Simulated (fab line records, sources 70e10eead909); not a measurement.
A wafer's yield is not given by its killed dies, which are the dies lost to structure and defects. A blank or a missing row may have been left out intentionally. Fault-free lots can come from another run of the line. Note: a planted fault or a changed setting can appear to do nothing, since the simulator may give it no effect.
A lot that was struck, set against a sound lot || flow nand harc || 14 out of 1302 route steps
Sound: these wafers, L456.1, L456.2, L456.6. Struck: wafers L469.1, L469.4, L469.5. Last of all comes the cause.
Order at every step that has rows: each side's tool, ch and its chambers, its first start. Under that, the readings that differ: sound wafers || struck wafers || difference of the means || sigmas: that difference in standard deviations of wafers without a fault.
alike: readings whose means differ by less than 2 such deviations, and words and numbers that are the same on both sides. not compared: withheld readings, readings that some wafer has no value for, bounds like >300 that may hide the same value, and numbers for which the record gives no deviation and whose values overlap.
Wherever a step has rows on one side only, a row that says differs or no value, or a row with sigmas, the two part there. When numbers do not overlap yet have no deviation, they are printed without sigmas and do not part them. Lack of a reading on every wafer of one side parts them only where that side has two or more wafers.

first, 1 step without rows for these wafers: NHARC_A_BLC_DESCUM_15 (chemistry O2, time 3 s).
NHARC_A_BLC_ETCH_16: etches the open film in CF4, target depth 39 nm, time 65 s.
  sound on rie diel-11 ch 1,2, day 23 04:54; struck on rie diel-01 ch 0,1,3, day 28 07:20
{"reading": "showerhead plenum p Torr (Torr)", "sound": "1.70 1.72 1.70", "struck": "1.82 1.89 1.90", "difference": "+0.16", "sigmas": "+2"}
  alike: drypump motor current A, mfc ar sccm, oes product au, rf vpp V, throttle valve pct
  not compared: rf hours counter h
then, 1 step without rows for these wafers: NHARC_A_BLC_ETCH_17 (etches the open film in N2/H2, target depth 390 nm, time 609.38 s).
NHARC_A_BLC_ETCH_18: etches the open film in C4F8/O2/Ar, target depth 910 nm.
  sound: rie diel-11 ch 0,1; struck: rie diel-01 ch 0,2
{"reading": "oes product au (a.u.)", "sound": "0.921 0.922 0.908", "struck": "0.978 0.963 0.978", "difference": "+0.056", "sigmas": "+2"}
  alike: rf vpp V
  not compared: rf hours counter h
NHARC_A_BLC_CD_MEAS_19:
  struck on cd sem-01, day 28 08:13; sound on cd sem-03, day 23 05:57
  alike: cd nm
NHARC_A_BLC_STRIP_29: strips in CF4.
  sound on rie diel-11 ch 0,2, day 23 06:01; struck on rie diel-08 ch 1,3, day 28 08:18
  alike: drypump motor current A, mfc ar sccm, oes product au, rf vpp V, showerhead plenum p Torr, throttle valve pct
  not compared: rf hours counter h
then, 4 steps without rows for these wafers: NHARC_A_BLC_STRIP_21 (strips in O2); NHARC_A_BLC_STRIP_22 (strips in post etch residue remover, time 600 s); NHARC_A_BLC_DEGAS_30 (time 60 s); NHARC_A_BLC_PRE_CLEAN_31 (time 15 s).
NHARC_A_BLC_PVD_32: deposits Ti, target thk 5 nm, time 17.7 s.
  sound on pvd sputter-02; struck on pvd sputter-01
{"reading": "throttle valve pct (%)", "sound": "31.9 31.4 31.2", "struck": "29.4 30.3 28.7", "difference": -2.0, "sigmas": -2}
NHARC_A_BLC_ALD_23: deposits TiN, target thk 3 nm, pulse time 1 s, ald cycles 150.
  sound on ald metal-04 ch 0,1, day 23 06:50; struck on ald metal-03 ch 0,2, day 28 09:05
  alike: heater power w, precursor pulse height rel
NHARC_A_BLC_CVD_24: deposits W, target thk 150 nm, time 434 s.
  sound on cvd w-02 ch 0,1, day 23 07:02; struck on cvd w-01 ch 0, day 28 09:59
  alike: heater power w, mfc ar sccm, throttle valve pct
NHARC_A_BLC_CMP_25: polishes, t overpolish 30 s, target thk 150 nm.
  sound on cmp-03 ch 0,1,2, day 23 07:37; struck on cmp-04 ch 0,2, day 28 10:34
{"reading": "time to endpoint s (s)", "sound": "32.2 32.2 33.7", "struck": "62.8 60.7 62.9", "difference": "+29.4", "sigmas": "+14"}
  alike: motor current A, overpolish run s

## WHERE THEY PART
Last at NHARC_A_BLC_CMP_25 as far as this record goes, first at NHARC_A_BLC_ETCH_16.

WHY: what the simulator had put in
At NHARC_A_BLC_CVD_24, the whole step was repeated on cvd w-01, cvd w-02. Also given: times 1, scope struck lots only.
